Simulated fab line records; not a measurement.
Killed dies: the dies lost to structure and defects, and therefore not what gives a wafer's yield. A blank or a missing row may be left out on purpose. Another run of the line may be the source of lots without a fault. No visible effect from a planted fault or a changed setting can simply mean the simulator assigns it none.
What tool caused it? -- flow nand_harc -- 21 wafers from 7 lots sampled at 3 of the route's 1302 steps

WHAT THE GAUGES SHOWED, per wafer
NHARC_P_M2_CD_MEAS_16.
lot,measured,on,cd_nm (nm)
L228,day 7 00:05,cd_sem-01,171.6 171.4 170.2
L231,day 8 01:55,cd_sem-02,171.7 171.2 172.0
L235,day 9 19:48,cd_sem-01,171.7 169.6 170.4
L240,day 11 17:38,cd_sem-02,- - -
L245,day 13 19:23,cd_sem-02,170.9 169.6 170.2
L247,day 14 14:55,cd_sem-01,170.0 170.0 168.7
L249,day 15 14:51,cd_sem-01,170.3 170.6 169.5

TOOL THAT RAN EACH LOT (tool first, then ch and the chambers of the sampled wafers, then the start)
lot,NHARC_P_M1_ETCH_28,NHARC_P_M2_DEVELOP_08
L228,"rie_diel-10 ch 1,2, day 6 23:00 or earlier","litho_track-01 ch 0, day 6 23:00"
L231,"rie_diel-10 ch 1,3, day 8 01:00 or earlier","litho_track-01 ch 0, day 8 01:00"
L235,"rie_diel-04 ch 0,2, day 9 19:00 or earlier","litho_track-04 ch 0, day 9 19:00"
L240,"rie_diel-03 ch 0,1, day 11 17:00 or earlier","litho_track-01, day 11 17:00"
L245,"rie_diel-03 ch 0,1,3, day 13 18:00 or earlier","litho_track-01 ch 0, day 13 18:00"
L247,"rie_diel-10 ch 1,3, day 14 14:00 or earlier","litho_track-04 ch 0, day 14 14:00"
L249,"rie_diel-04 ch 0,1, day 15 14:00 or earlier","litho_track-04 ch 0, day 15 14:00"
- NHARC_P_M1_ETCH_28: etches the open film in CF4/N2, target depth 30 nm, time 72.99 s.
- NHARC_P_M2_DEVELOP_08: develop time 35 s.

THE ANSWER, worked out from the rows above alone
Rule: the usual values come from the lots themselves. Put in order of their means at a reading, lots are off if they are a third of the lots or fewer, leave a main group of 4 or more, and stand apart from it by a gap of 3 or more times the standard deviation of the main group's means; of several such gaps the widest counts. Not used: any main group whose means are identical at the precision the tables above print for the reading. Also off: a lot with no number at a reading for which 4 or more lots have one. Any other lot the step has rows for is counted as sound.
Off at NHARC_P_M2_CD_MEAS_16 (cd_nm): L240. Without a number there: L240. Mean 170.5 nm and standard deviation 0.67 in the main group.
If a tool, at a process step before that reading, ran all the lots that are off and no sound lot after the first of them, it fits. The gauges at NHARC_P_M2_CD_MEAS_16 are tried like those tools. NHARC_P_M1_ETCH_28 gives no start for some lots, so the hours and the order of its lots are those of NHARC_P_M2_DEVELOP_08. No candidate that was tried fits.

WHAT WAS PUT IN BY THE SIMULATOR
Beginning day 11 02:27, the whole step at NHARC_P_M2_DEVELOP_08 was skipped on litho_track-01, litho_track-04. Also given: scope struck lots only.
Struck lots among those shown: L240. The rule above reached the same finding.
